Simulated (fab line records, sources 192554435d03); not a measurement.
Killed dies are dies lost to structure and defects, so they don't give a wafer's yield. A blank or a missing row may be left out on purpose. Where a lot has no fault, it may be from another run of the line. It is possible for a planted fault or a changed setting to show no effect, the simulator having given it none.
Struck lot and sound lot, side by side ; flow n5 finfet ; 33 out of 1938 route steps
Sound: wafers L776.2, L776.4, L776.6. Wafers L785.2, L785.3, L785.5 were the ones struck. The cause is given at the end.
Each step with rows lists, per side, the tool, then ch with its chambers, then its first start. Under that, the readings that differ: sound wafers ; struck wafers ; difference of the means ; sigmas: that difference in standard deviations of wafers without a fault.
alike: readings with means less than 2 such deviations apart, plus words and numbers identical on both sides. not compared: withheld readings, readings lacking a value on some wafer, bounds such as >300 that could conceal the same value, and numbers that have no deviation in the record and whose values overlap.
The two part at a step that has a row with sigmas, a row that says differs or no value, or rows on one side only. Numbers that don't overlap but have no deviation are shown without sigmas and don't part them. A reading that every wafer of one side lacks parts them only if that side has two wafers or more.

first, 10 steps without rows for these wafers: N5_BEOL_M2_ETCH_41 (etches SiCN in CH3F/O2, target depth 29.9 nm, time 52.5 s); N5_BEOL_M2_STRIP_97 (strips in N2/H2, time 10 s); N5_BEOL_M2_HM_STRIP_39 (strips TiN in peroxide tin strip, target depth 25 nm, time 158 s); N5_BEOL_M2_SRD_40 (time 30 s); N5_BEOL_M2_PRECLEAN_42 (cleans in residue remover, time 60 s); N5_BEOL_M2_SRD_43 (time 30 s); N5_BEOL_M2_DEGAS_44 (time 60 s); N5_BEOL_M2_PRE_CLEAN_45 (time 30 s); N5_BEOL_M2_ALD_84 (deposits TaN, pulse time 2 s, purge time 3 s, co reactant purge time 2 s); N5_BEOL_M2_SURFACE_TREAT_85.
N5_BEOL_M2_CVD_47: deposits Co from CCTBA/H2, target thk 3 nm, time 223.8 s.
  sound on cvd co-01 ch 0,1,2, day 8 11:56; struck on cvd co-01 ch 0,1, day 11 07:03
  no value came back on the struck wafers for chamber pressure Torr (Torr), run length s (s); on the sound wafers chamber pressure Torr (Torr) reads 30.00 29.91 30.04
then, 19 steps without rows for these wafers: N5_BEOL_M2_SPUTTER_48 (material Cu, target thk 4.5 nm, time 8.29 s); N5_BEOL_M2_ANNEAL_49 (time 240 s); N5_BEOL_M2_SPUTTER_79 (material Cu, target thk 4.5 nm, time 8.29 s); N5_BEOL_M2_ANNEAL_80 (time 240 s); N5_BEOL_M2_SPUTTER_81 (material Cu, target thk 4.5 nm, time 8.29 s); N5_BEOL_M2_ANNEAL_82 (time 240 s); N5_BEOL_M2_SPUTTER_86 (material Cu, target thk 4.5 nm, time 8.29 s); N5_BEOL_M2_ANNEAL_87 (time 240 s); N5_BEOL_M2_SPUTTER_88 (material Cu, target thk 4.5 nm, time 8.29 s); N5_BEOL_M2_ANNEAL_89 (time 240 s); N5_BEOL_M2_SPUTTER_90 (material Cu, target thk 4.5 nm, time 8.29 s); N5_BEOL_M2_ANNEAL_91 (time 240 s); N5_BEOL_M2_SPUTTER_92 (material Cu, target thk 4.5 nm, time 8.29 s); N5_BEOL_M2_ANNEAL_93 (time 240 s); N5_BEOL_M2_SPUTTER_94 (material Cu, target thk 4.5 nm, time 8.29 s); N5_BEOL_M2_ANNEAL_95 (time 240 s); N5_BEOL_M2_SPUTTER_96 (material Cu, target thk 4.5 nm, time 8.29 s); N5_BEOL_M2_ECD_50 (material Cu, target thk 300 nm); N5_BEOL_M2_ANNEAL_51 (time 90 s).
N5_BEOL_M2_CMP_52: polishes, stops on SiOC, t overpolish 6.8 s, target thk 40 nm.
  sound on cmp-02 ch 0,3, day 8 15:34; struck on cmp-03 ch 1,2, day 11 09:36
reading;sound;struck;difference;sigmas
barrier field endpoint s (s);24.9 24.5 25.5;21.3 21.4 21.4;-3.6;-5
  alike: motor current A, platen rpm
  not compared: model.Cu_of_BEOL_M2_ECD_50.thk nm
N5_BEOL_M4_RC_MEAS_101:
  the record has rows for the sound wafers here (prober-01 ch 0, day 9 22:13) and none for the struck ones
-- the record jumps here: 5 days lie between the struck wafers' starts before and after (it left off in module BEOL_M4 and takes up again in module PASSIVATION, whose first step shown is number 1936 of the route) --
N5_PASSIVATION_PROBE_49:
  only the struck wafers here have rows in the record (prober-01, day 16 14:19); the sound ones have none

## WHERE THEY PART
At N5_BEOL_M2_CVD_47 first; at N5_PASSIVATION_PROBE_49 last (within this record only).

WHY: whatever the simulator had introduced
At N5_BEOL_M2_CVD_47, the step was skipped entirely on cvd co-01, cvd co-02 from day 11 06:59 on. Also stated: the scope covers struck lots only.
